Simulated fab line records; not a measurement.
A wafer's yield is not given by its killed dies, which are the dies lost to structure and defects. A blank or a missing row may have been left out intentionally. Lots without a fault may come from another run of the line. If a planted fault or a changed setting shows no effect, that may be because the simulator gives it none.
fab line records ; flow n5Finfet ; part 1 of 2: steps 1 to 4 of 6
[record] lots = 23; wafers = 69; lastDay = 18
route steps=1938 shown HKMG_FIN@451 GATE_CUT@474
lots with no fault: from the same line, run without faults
startH: hours from the record's first day to the start of the lot's first wafer shown ; waitH: how many hours have passed since the lot's step before this one ; " identical to the entry in the row above ; L1.1+2: a row that stands for several wafers ; - no value present, or no start provided ; * or withheld: withheld ; < > ~ a bound
route shown NAME@n: names a module that has steps shown in the file, with the first one's number in the route ; usual: the fault-free wafers' mean and standard deviation ; same: alike in all rows ; chamber/n: place in a boat ; sites: the reading at each site ; _std_site: standard deviation across them ; _edge_site: inner sites' mean taken away from outer sites' mean ; radiusMm: how far each site lies from the wafer's centre ; mask NAME#n: copy n ; behind: tool/chamber where the wafer was last shaped ; hold: cause of the lot's hold/its duration in hours/its outcome ; device: which transistor (n, p or np) failed to switch ; end of line: tests of these same wafers at the route's end ; for a step that has no rows: nothing shown but its recipe ; killed: dies that structure and defects cost at the first sort, which is not the same as the wafer's yield ; map: the dies of a wafer, with x for killed, . for not killed, _ for no die there
set.NAME: the setting the step ran with; set.NAME@STEP: the setting that earlier step ran with ; model.NAME: the simulator's own value behind a step, which no gauge read
a sample of lots followed through the steps of the route, with each step as a table and each wafer as a row
services: a tool's chamber out of use, with start hour (startH, from the record's first day; less than 0 if before it), hours out, and reason
[[steps]]
[step N5_HKMG_FIN_ETCH_67]
[recipe] chemistry = N2/H2; target = SOC; targetDepthA = 3889; stopOn = TiN; ionEnergyEv = 100; biasW = 61; pressureMtorr = 30; sourceW = 850; n2FlowSccm = 200; h2FlowSccm = 200
[usual] drypumpMotorCurrentA = 5.9/0.48; oesProductAu = 0.78/0.073; rfVppV = 241.5/1.3; showerheadPlenumPTorr = 2.61/0.083; throttleValvePct = 17.71/0.29
lot.wafer;tool;chamber;startH;waitH;drypumpMotorCurrentA;oesProductAu;rfHoursCounterH;rfVppV;showerheadPlenumPTorr;throttleValvePct
L074.2;rieDiel-06;2;76.36;-;5.9;0.68;225;240.0;2.48;17.54
L074.4;rieDiel-06;3;76.36;-;5.0;0.77;143;242.1;2.67;17.89
L074.5;rieDiel-06;2;76.36;-;5.9;0.68;-;239.1;2.48;17.55
L075.1;rieDiel-05;3;83.54;-;5.8;0.73;187;243.4;2.61;17.21
L075.4;rieDiel-05;1;83.54;-;5.8;0.77;-;241.0;2.67;18.19
L075.6;rieDiel-05;3;83.54;-;5.8;0.73;-;241.7;2.61;17.24
L076.2;rieDiel-06;1;87.50;-;6.5;0.90;15;242.2;2.69;17.51
L076.5;rieDiel-06;2;87.50;-;5.9;0.68;-;239.3;2.48;17.56
L076.6;rieDiel-06;3;87.50;-;5.1;0.76;-;243.7;2.67;17.90
L077.1;rieDiel-05;3;96.36;-;5.9;0.73;190;242.0;2.61;17.24
L077.4;rieDiel-05;1;96.36;-;5.8;0.77;118;242.3;2.67;18.19
L077.6;rieDiel-05;2;96.36;-;5.4;0.85;-;237.8;2.49;17.44
L078.1;rieDiel-04;3;99.84;-;6.3;0.85;50;241.4;2.61;17.64
L078.3;rieDiel-04;2;99.84;-;6.3;0.84;61;242.9;2.72;17.88
L078.6;rieDiel-04;2;99.84;-;6.2;0.83;-;242.2;2.72;17.90
L079.1;rieDiel-04;2;108.61;-;6.3;0.82;65;243.3;2.72;17.91
L079.2;rieDiel-04;0;108.61;-;5.0;0.89;28;239.8;2.46;17.60
L079.3;rieDiel-04;3;108.61;-;6.3;0.85;54;243.8;2.61;17.66
L080.3;rieDiel-04;2;117.05;-;6.2;0.82;68;240.7;2.71;17.89
L080.4;rieDiel-04;1;117.05;-;5.8;0.69;209;242.4;2.64;17.76
L080.5;rieDiel-04;1;117.05;-;5.8;0.69;-;240.4;2.64;17.77
L081.1;rieDiel-05;0;120.46;-;6.2;0.92;10;243.5;2.68;17.22
L081.5;rieDiel-05;3;120.46;-;5.8;0.73;-;242.5;2.61;17.25
L081.6;rieDiel-05;2;120.46;-;5.4;0.84;-;241.0;2.48;17.46
L082.1;rieDiel-06;0;134.11;-;6.4;0.73;185;240.4;2.64;18.14
L082.5;rieDiel-06;0;134.11;-;6.4;0.73;-;241.3;2.64;18.13
L082.6;rieDiel-06;1;134.11;-;6.5;0.86;-;242.1;2.69;17.51
L083.2;rieDiel-06;0;139.83;-;6.4;0.73;187;241.0;2.64;18.13
L083.3;rieDiel-06;3;139.83;-;5.1;0.75;164;241.8;2.66;17.94
L083.4;rieDiel-06;1;139.83;-;6.5;0.85;34;243.8;2.69;17.54
L084.1;rieDiel-06;0;143.70;-;6.3;0.72;188;241.3;2.64;18.14
L084.2;rieDiel-06;1;143.70;-;6.5;0.85;35;243.2;2.69;17.54
L084.3;rieDiel-06;2;143.70;-;5.9;0.66;249;240.4;2.47;17.59
L085.1;rieDiel-04;3;144.12;-;6.3;0.83;64;240.6;2.60;17.69
L085.3;rieDiel-04;0;144.12;-;5.0;0.88;39;240.8;2.45;17.60
L085.4;rieDiel-04;1;144.12;-;5.8;0.68;217;241.6;2.63;17.78
L086.1;rieDiel-06;0;152.98;-;6.4;0.72;192;241.7;2.64;18.15
L086.3;rieDiel-06;1;152.98;-;6.5;0.85;39;243.5;2.68;17.55
L086.5;rieDiel-06;0;152.98;-;6.4;0.72;-;242.7;2.64;18.16
L088.1;rieDiel-05;2;160.22;-;5.4;0.83;70;239.9;2.48;17.49
L088.2;rieDiel-05;0;160.22;-;6.2;0.88;26;242.8;2.67;17.26
L088.5;rieDiel-05;3;160.22;-;5.8;0.71;-;241.1;2.60;17.28
L087.3;rieDiel-04;1;162.26;-;5.8;0.68;223;241.7;2.63;17.81
L087.4;rieDiel-04;3;162.26;-;6.3;0.83;71;239.9;2.60;17.70
L087.5;rieDiel-04;0;162.26;-;5.0;0.87;-;240.6;2.45;17.63
L089.1;rieDiel-06;3;173.66;-;5.0;0.74;173;242.0;2.66;17.95
L089.4;rieDiel-06;0;173.66;-;6.3;0.71;-;240.5;2.64;18.15
L089.6;rieDiel-06;1;173.66;-;6.5;0.83;-;242.5;2.68;17.56
L090.1;rieDiel-05;2;183.97;-;5.4;0.82;77;239.6;2.48;17.51
L090.2;rieDiel-05;1;183.97;-;5.8;0.74;150;242.1;2.65;18.27
L090.3;rieDiel-05;3;183.97;-;5.9;0.70;220;242.1;2.60;17.27
L091.1;rieDiel-04;1;185.92;-;5.8;0.67;230;242.9;2.63;17.81
L091.3;rieDiel-04;0;185.92;-;5.0;0.86;53;239.5;2.45;17.66
L091.6;rieDiel-04;2;185.92;-;6.3;0.80;-;241.4;2.71;17.94
L092.1;rieDiel-04;2;189.27;-;6.3;0.80;91;242.1;2.71;17.94
L092.4;rieDiel-04;1;189.27;-;5.8;0.67;232;240.9;2.63;17.81
L092.6;rieDiel-04;2;189.27;-;6.3;0.80;-;241.2;2.71;17.93
L093.3;rieDiel-04;2;200.98;-;6.3;0.80;96;242.9;2.70;17.95
L093.4;rieDiel-04;2;200.98;-;6.3;0.79;-;242.5;2.70;17.95
L093.5;rieDiel-04;1;200.98;-;5.8;0.67;-;242.4;2.63;17.84
L095.1;rieDiel-05;2;206.96;-;5.4;0.81;85;240.9;2.47;17.51
L095.2;rieDiel-05;0;206.96;-;6.2;0.85;41;241.9;2.67;17.29
L095.5;rieDiel-05;3;206.96;-;5.8;0.70;-;241.8;2.59;17.29
L096.1;rieDiel-05;0;211.75;-;6.2;0.85;42;242.6;2.67;17.29
L096.2;rieDiel-05;2;211.75;-;5.4;0.82;86;237.0;2.47;17.50
L096.6;rieDiel-05;1;211.75;-;5.8;0.73;-;241.7;2.65;18.25
L097.1;rieDiel-04;2;219.87;-;6.3;0.78;103;242.2;2.70;17.95
L097.3;rieDiel-04;3;219.87;-;6.3;0.81;92;240.8;2.59;17.73
L097.5;rieDiel-04;1;219.87;-;5.8;0.66;-;241.3;2.62;17.84
[step N5_HKMG_FIN_ALD_72]
[recipe] material = W; targetThkA = 20; tempC = 300; pressureTorr = 7.5; aldPrecursorFamily = WF6; aldCoReactant = B2H6; pulseTimeS = 1; purgeTimeS = 2; coReactantPurgeTimeS = 2; coReactantPulseTimeS = 3; aldCycles = 7
[usual] heaterPowerW = 491/56; precursorPulseHeightRel = 1.002/0.021
lot.wafer;tool;chamber;startH;waitH;heaterPowerW;precursorPulseHeightRel
L074.2;cvdW-01;0;77.49;0.2;479;0.967
L074.4;cvdW-01;1;77.49;0.2;579;1.006
L074.5;cvdW-01;0;77.49;0.2;483;1.010
L075.1;cvdW-02;1;84.65;0.2;452;0.962
L075.4;cvdW-02;1;84.65;0.2;449;1.003
L075.6;cvdW-02;1;84.65;0.2;450;1.019
L076.2;cvdW-01;1;88.60;0.2;593;0.997
L076.5;cvdW-01;1;88.60;0.2;598;1.024
L076.6;cvdW-01;0;88.60;0.2;479;1.038
L077.1;cvdW-02;1;97.49;0.2;436;0.996
L077.4;cvdW-02;0;97.49;0.2;457;1.008
L077.6;cvdW-02;0;97.49;0.2;448;0.999
L078.1;cvdW-02;1;100.95;0.2;458;1.010
L078.3;cvdW-02;1;100.95;0.2;457;1.002
L078.6;cvdW-02;1;100.95;0.2;461;0.977
L079.1;cvdW-02;1;109.76;0.2;456;1.002
L079.2;cvdW-02;0;109.76;0.2;455;1.024
L079.3;cvdW-02;0;109.76;0.2;454;0.981
L080.3;cvdW-01;0;118.18;0.2;479;0.990
L080.4;cvdW-01;1;118.18;0.2;607;1.004
L080.5;cvdW-01;1;118.18;0.2;581;1.007
L081.1;cvdW-02;1;121.56;0.2;446;1.008
L081.5;cvdW-02;0;121.56;0.2;451;1.010
L081.6;cvdW-02;1;121.56;0.2;442;1.004
L082.1;cvdW-02;1;135.22;0.2;446;1.024
L082.5;cvdW-02;1;135.22;0.2;446;0.985
L082.6;cvdW-02;0;135.22;0.2;462;1.025
L083.2;cvdW-02;0;140.94;0.2;460;1.013
L083.3;cvdW-02;0;140.94;0.2;446;1.028
L083.4;cvdW-02;1;140.94;0.2;462;1.023
L084.1;cvdW-01;0;144.81;0.2;500;1.000
L084.2;cvdW-01;1;144.81;0.2;590;1.000
L084.3;cvdW-01;0;144.81;0.2;484;1.008
L085.1;cvdW-02;1;145.22;0.2;466;1.007
L085.3;cvdW-02;0;145.22;0.2;456;1.013
L085.4;cvdW-02;1;145.22;0.2;461;1.000
L086.1;cvdW-02;1;154.08;0.2;449;0.976
L086.3;cvdW-02;1;154.08;0.2;452;0.968
L086.5;cvdW-02;1;154.08;0.2;453;0.986
L088.1;cvdW-02;1;161.32;0.2;452;1.044
L088.2;cvdW-02;0;161.32;0.2;454;0.972
L088.5;cvdW-02;1;161.32;0.2;447;1.013
L087.3;cvdW-01;0;163.38;0.2;493;0.982
L087.4;cvdW-01;1;163.38;0.2;600;0.980
L087.5;cvdW-01;0;163.38;0.2;486;0.992
L089.1;cvdW-01;0;174.78;0.2;488;1.014
L089.4;cvdW-01;1;174.78;0.2;597;0.980
L089.6;cvdW-01;1;174.78;0.2;611;1.000
L090.1;cvdW-01;0;185.08;0.2;500;1.006
L090.2;cvdW-01;1;185.08;0.2;591;1.036
L090.3;cvdW-01;1;185.08;0.2;583;1.005
L091.1;cvdW-02;0;187.05;0.2;449;0.959
L091.3;cvdW-02;0;187.05;0.2;466;0.995
L091.6;cvdW-02;1;187.05;0.2;452;1.033
L092.1;cvdW-01;1;190.38;0.2;597;1.008
L092.4;cvdW-01;1;190.38;0.2;607;1.026
L092.6;cvdW-01;0;190.38;0.2;502;1.042
L093.3;cvdW-02;0;202.10;0.2;460;0.981
L093.4;cvdW-02;1;202.10;0.2;452;1.003
L093.5;cvdW-02;0;202.10;0.2;460;1.003
L095.1;cvdW-02;1;208.32;0.4;456;0.984
L095.2;cvdW-02;0;208.32;0.4;460;0.987
L095.5;cvdW-02;0;208.32;0.4;462;1.024
L096.1;cvdW-02;1;212.86;0.2;462;0.992
L096.2;cvdW-02;0;212.86;0.2;469;0.998
L096.6;cvdW-02;1;212.86;0.2;442;1.018
L097.1;cvdW-01;1;220.97;0.2;604;1.007
L097.3;cvdW-01;0;220.97;0.2;486;0.973
L097.5;cvdW-01;0;220.97;0.2;477;1.008
[step N5_GATE_CUT_PECVD_57]
[recipe] material = SiNx; targetThkA = 210; tempC = 400; precursor = SiH4/NH3/N2; pressureTorr = 1.5; rfW = 300
[usual] heaterPowerW = 744/77; showerheadPlenumPTorr = 5.10/0.04; throttleValvePct = 38.5/1.3
lot.wafer;tool;chamber;startH;waitH;heaterPowerW;showerheadPlenumPTorr;throttleValvePct
L074.2;pecvd-04;0;81.22;1.1;665;5.15;39.2
L074.4;pecvd-04;1;81.22;1.1;707;5.04;40.1
L074.5;pecvd-04;0;81.22;1.1;674;5.14;39.4
L075.1;pecvd-02;2;88.41;1.1;845;5.08;39.1
L075.4;pecvd-02;1;88.41;1.1;729;5.11;37.7
L075.6;pecvd-02;1;88.41;1.1;728;5.10;37.9
L076.2;pecvd-04;2;92.33;1.1;748;5.07;38.5
L076.5;pecvd-04;0;92.33;1.1;687;5.15;39.1
L076.6;pecvd-04;2;92.33;1.1;770;5.08;38.7
L077.1;pecvd-02;1;101.59;1.1;775;5.10;37.3
L077.4;pecvd-02;1;101.59;1.1;772;5.10;37.7
L077.6;pecvd-02;0;101.59;1.1;767;5.07;36.3
L078.1;pecvd-02;0;104.77;1.1;717;5.06;36.7
L078.3;pecvd-02;1;104.77;1.1;768;5.10;37.5
L078.6;pecvd-02;0;104.77;1.1;703;5.04;36.4
L079.1;pecvd-04;2;113.68;1.1;757;5.08;38.6
L079.2;pecvd-04;0;113.68;1.1;753;5.15;39.2
L079.3;pecvd-04;1;113.68;1.1;737;5.06;39.9
L080.3;pecvd-02;2;121.94;1.1;919;5.09;39.1
L080.4;pecvd-02;0;121.94;1.1;772;5.06;36.6
L080.5;pecvd-02;2;121.94;1.1;864;5.07;38.9
L081.1;pecvd-02;1;125.29;1.1;768;5.11;37.7
L081.5;pecvd-02;1;125.29;1.1;759;5.09;37.8
L081.6;pecvd-02;0;125.29;1.1;654;5.06;36.7
L082.1;pecvd-04;0;138.94;1.1;730;5.16;39.0
L082.5;pecvd-04;1;138.94;1.1;639;5.03;40.0
L082.6;pecvd-04;0;138.94;1.1;752;5.15;39.0
L083.2;pecvd-01;2;145.76;2.2;612;5.15;38.9
L083.3;pecvd-01;1;145.76;2.2;908;5.11;41.8
L083.4;pecvd-01;0;145.76;2.2;659;5.20;37.5
L085.1;pecvd-01;1;148.98;1.1;913;5.11;41.9
L085.3;pecvd-01;0;148.98;1.1;695;5.18;37.4
L085.4;pecvd-01;0;148.98;1.1;700;5.19;37.5
L084.1;pecvd-04;0;149.61;2.2;650;5.13;39.0
L084.2;pecvd-04;2;149.61;2.2;778;5.08;38.8
L084.3;pecvd-04;1;149.61;2.2;735;5.04;39.5
L086.1;pecvd-02;2;157.80;1.1;798;5.08;39.2
L086.3;pecvd-02;1;157.80;1.1;659;5.07;37.6
L086.5;pecvd-02;0;157.80;1.1;763;5.07;36.5
L088.1;pecvd-01;0;165.04;1.1;689;5.18;37.6
L088.2;pecvd-01;2;165.04;1.1;688;5.16;38.9
L088.5;pecvd-01;1;165.04;1.1;929;5.15;42.0
L087.3;pecvd-04;2;167.29;1.1;830;5.08;38.8
L087.4;pecvd-04;2;167.29;1.1;856;5.08;39.0
L087.5;pecvd-04;1;167.29;1.1;701;5.05;40.0
L089.1;pecvd-02;2;178.74;1.1;742;5.09;38.9
L089.4;pecvd-02;1;178.74;1.1;690;5.11;37.7
L089.6;pecvd-02;2;178.74;1.1;747;5.09;38.9
L090.1;pecvd-02;1;189.64;1.1;758;5.09;37.8
L090.2;pecvd-02;2;189.64;1.1;889;5.09;39.0
L090.3;pecvd-02;0;189.64;1.1;713;5.06;36.7
L091.1;pecvd-02;1;191.81;1.1;705;5.09;37.7
L091.3;pecvd-02;2;191.81;1.1;788;5.10;39.4
L091.6;pecvd-02;0;191.81;1.1;737;5.05;36.8
L092.1;pecvd-01;0;195.78;1.1;641;5.18;37.7
L092.4;pecvd-01;2;195.78;1.1;668;5.16;39.1
L092.6;pecvd-01;1;195.78;1.1;893;5.11;41.6
L093.3;pecvd-04;0;206.12;1.1;744;5.15;39.1
L093.4;pecvd-04;0;206.12;1.1;740;5.15;38.9
L093.5;pecvd-04;2;206.12;1.1;845;5.07;38.7
L095.1;pecvd-02;1;212.09;1.1;648;5.11;37.7
L095.2;pecvd-02;0;212.09;1.1;712;5.08;36.4
L095.5;pecvd-02;0;212.09;1.1;694;5.06;36.5
L096.1;pecvd-04;2;216.58;1.1;755;5.06;38.9
L096.2;pecvd-04;1;216.58;1.1;746;5.05;39.7
L096.6;pecvd-04;0;216.58;1.1;754;5.15;39.0
L097.1;pecvd-02;0;224.90;1.1;795;5.06;36.6
L097.3;pecvd-02;0;224.90;1.1;755;5.06;36.8
L097.5;pecvd-02;1;224.90;1.1;731;5.10;37.7
[step N5_GATE_CUT_ETCH_37]
[recipe] chemistry = N2/H2; target = SOC; targetDepthA = 600; overetchA = 120; maskMaterial = SiARC; tempC = 40; timeS = 90; ionEnergyEv = 200; pressureMtorr = 30; sourceW = 840; biasW = 150; n2FlowSccm = 200; h2FlowSccm = 200
[usual] drypumpMotorCurrentA = 5.6/0.39; oesProductAu = 0.68/0.065; rfVppV = 523.4/2.1; showerheadPlenumPTorr = 2.52/0.081; throttleValvePct = 18.0/0.32
lot.wafer;tool;chamber;startH;waitH;drypumpMotorCurrentA;oesProductAu;rfHoursCounterH;rfVppV;showerheadPlenumPTorr;throttleValvePct
L074.2;rieDiel-02;2;82.16;0.0;5.9;0.69;121;523.8;2.55;17.8
L074.4;rieDiel-02;1;82.16;0.0;5.6;0.71;123;521.7;2.45;18.0
L074.5;rieDiel-02;0;82.16;0.0;5.6;0.62;-;525.5;2.63;17.8
L075.1;rieDiel-01;3;89.43;0.0;6.1;0.66;170;520.8;2.42;18.3
L075.4;rieDiel-01;0;89.43;0.0;6.4;0.68;144;526.2;2.53;17.5
L075.6;rieDiel-01;2;89.43;0.0;6.1;0.69;-;525.9;2.66;17.5
L076.2;rieDiel-01;1;93.34;0.0;5.3;0.70;135;521.2;2.44;18.0
L076.5;rieDiel-01;3;93.34;0.0;6.1;0.66;-;520.5;2.42;18.3
L076.6;rieDiel-01;2;93.34;0.0;6.1;0.69;-;526.0;2.66;17.6
L077.1;rieDiel-01;1;102.66;0.0;5.3;0.69;138;521.2;2.44;18.1
L077.4;rieDiel-01;3;102.66;0.0;6.1;0.66;174;521.4;2.42;18.3
L077.6;rieDiel-01;1;102.66;0.0;5.3;0.69;-;522.3;2.44;18.1
L078.1;rieDiel-03;0;105.74;0.0;5.4;0.68;165;527.0;2.67;18.2
L078.3;rieDiel-03;2;105.74;0.0;5.9;0.64;231;522.7;2.49;18.4
L078.6;rieDiel-03;0;105.74;0.0;5.4;0.67;-;528.9;2.67;18.2
L079.1;rieDiel-02;2;115.19;0.0;5.8;0.69;130;525.2;2.55;17.8
L079.2;rieDiel-02;0;115.19;0.0;5.6;0.61;238;525.7;2.62;17.9
L079.3;rieDiel-02;3;115.19;0.0;5.3;0.75;63;524.7;2.56;17.5
L080.3;rieDiel-02;1;123.01;0.0;5.6;0.70;137;522.2;2.44;18.0
L080.4;rieDiel-02;0;123.01;0.0;5.6;0.60;241;524.1;2.62;17.9
L080.5;rieDiel-02;2;123.01;0.0;5.9;0.68;-;523.5;2.55;17.8
L081.1;rieDiel-03;2;126.36;0.0;5.8;0.64;239;523.1;2.49;18.4
L081.5;rieDiel-03;2;126.36;0.0;5.8;0.64;-;522.5;2.49;18.4
L081.6;rieDiel-03;3;126.36;0.0;5.2;0.70;-;520.8;2.44;17.9
L082.1;rieDiel-01;0;140.01;0.0;6.4;0.68;159;523.7;2.52;17.5
L082.5;rieDiel-01;3;140.01;0.0;6.1;0.65;-;521.8;2.42;18.3
L082.6;rieDiel-01;0;140.01;0.0;6.4;0.68;-;523.4;2.52;17.5
L083.2;rieDiel-03;0;147.11;0.0;5.4;0.67;179;527.4;2.66;18.2
L083.3;rieDiel-03;2;147.11;0.0;5.9;0.64;244;522.7;2.49;18.4
L083.4;rieDiel-03;1;147.11;0.0;5.1;0.61;-;524.3;2.52;18.4
L085.1;rieDiel-03;0;150.71;0.0;5.4;0.66;179;526.1;2.66;18.2
L085.3;rieDiel-03;2;150.71;0.0;5.8;0.63;245;521.4;2.48;18.4
L085.4;rieDiel-03;3;150.71;0.0;5.2;0.69;139;521.5;2.43;17.9
L084.1;rieDiel-01;3;150.73;0.0;6.0;0.65;189;519.6;2.41;18.3
L084.2;rieDiel-01;2;150.73;0.0;6.1;0.67;146;526.7;2.65;17.6
L084.3;rieDiel-01;0;150.73;0.0;6.4;0.68;163;524.1;2.52;17.5
L086.1;rieDiel-03;3;158.81;0.0;5.2;0.69;142;523.0;2.43;17.9
L086.3;rieDiel-03;1;158.81;0.0;5.1;0.61;221;522.8;2.52;18.4
L086.5;rieDiel-03;1;158.81;0.0;5.1;0.61;-;522.1;2.52;18.4
L088.1;rieDiel-02;1;171.45;0.0;5.6;0.70;148;521.3;2.44;18.0
L088.2;rieDiel-02;2;171.45;0.0;5.8;0.68;147;524.2;2.54;17.9
L088.5;rieDiel-02;1;171.45;0.0;5.6;0.69;-;520.1;2.44;18.0
L087.3;rieDiel-03;0;171.98;0.0;5.4;0.67;184;525.7;2.66;18.2
L087.4;rieDiel-03;3;171.98;0.0;5.2;0.68;145;521.2;2.43;17.9
L087.5;rieDiel-03;2;171.98;0.0;5.9;0.63;-;522.3;2.48;18.5
L089.1;rieDiel-02;2;179.81;0.0;5.9;0.67;150;524.4;2.54;17.9
L089.4;rieDiel-02;0;179.81;0.0;5.6;0.86;2;525.8;2.62;17.5
L089.6;rieDiel-02;3;179.81;0.0;5.3;0.73;-;525.1;2.55;17.5
L090.1;rieDiel-02;1;190.58;0.0;5.6;0.69;154;520.2;2.43;18.1
L090.2;rieDiel-02;0;190.58;0.0;5.6;0.84;6;525.7;2.61;17.5
L090.3;rieDiel-02;2;190.58;0.0;5.9;0.67;153;523.7;2.54;17.9
L091.1;rieDiel-03;3;193.18;0.0;5.2;0.68;151;521.8;2.43;17.9
L091.3;rieDiel-03;0;193.18;0.0;5.4;0.66;191;526.0;2.65;18.2
L091.6;rieDiel-03;1;193.18;0.0;5.1;0.60;-;524.2;2.52;18.4
L092.1;rieDiel-03;3;196.73;0.0;5.2;0.68;153;520.5;2.43;17.9
L092.4;rieDiel-03;2;196.73;0.0;5.8;0.89;1;522.8;2.48;18.0
L092.6;rieDiel-03;3;196.73;0.0;5.2;0.69;-;520.4;2.43;17.9
L093.3;rieDiel-01;2;207.19;0.0;6.1;0.66;162;526.7;2.65;17.6
L093.4;rieDiel-01;3;207.19;0.0;6.0;0.65;205;520.3;2.41;18.3
L093.5;rieDiel-01;3;207.19;0.0;6.1;0.64;-;519.9;2.41;18.4
L095.1;rieDiel-03;3;213.24;0.0;5.2;0.68;158;520.9;2.43;17.9
L095.2;rieDiel-03;2;213.24;0.0;5.9;0.87;6;521.8;2.48;18.0
L095.5;rieDiel-03;3;213.24;0.0;5.2;0.67;-;521.0;2.43;17.9
L096.1;rieDiel-03;2;217.70;0.0;5.8;0.86;7;521.7;2.48;17.9
L096.2;rieDiel-03;1;217.70;0.0;5.1;0.60;239;524.1;2.52;18.4
L096.6;rieDiel-03;3;217.70;0.0;5.2;0.68;-;521.7;2.43;17.9
L097.1;rieDiel-03;2;226.53;0.0;5.9;0.85;11;522.2;2.48;18.0
L097.3;rieDiel-03;0;226.53;0.0;5.4;0.65;204;525.8;2.65;18.3
L097.5;rieDiel-03;2;226.53;0.0;5.9;0.85;-;523.1;2.48;18.0
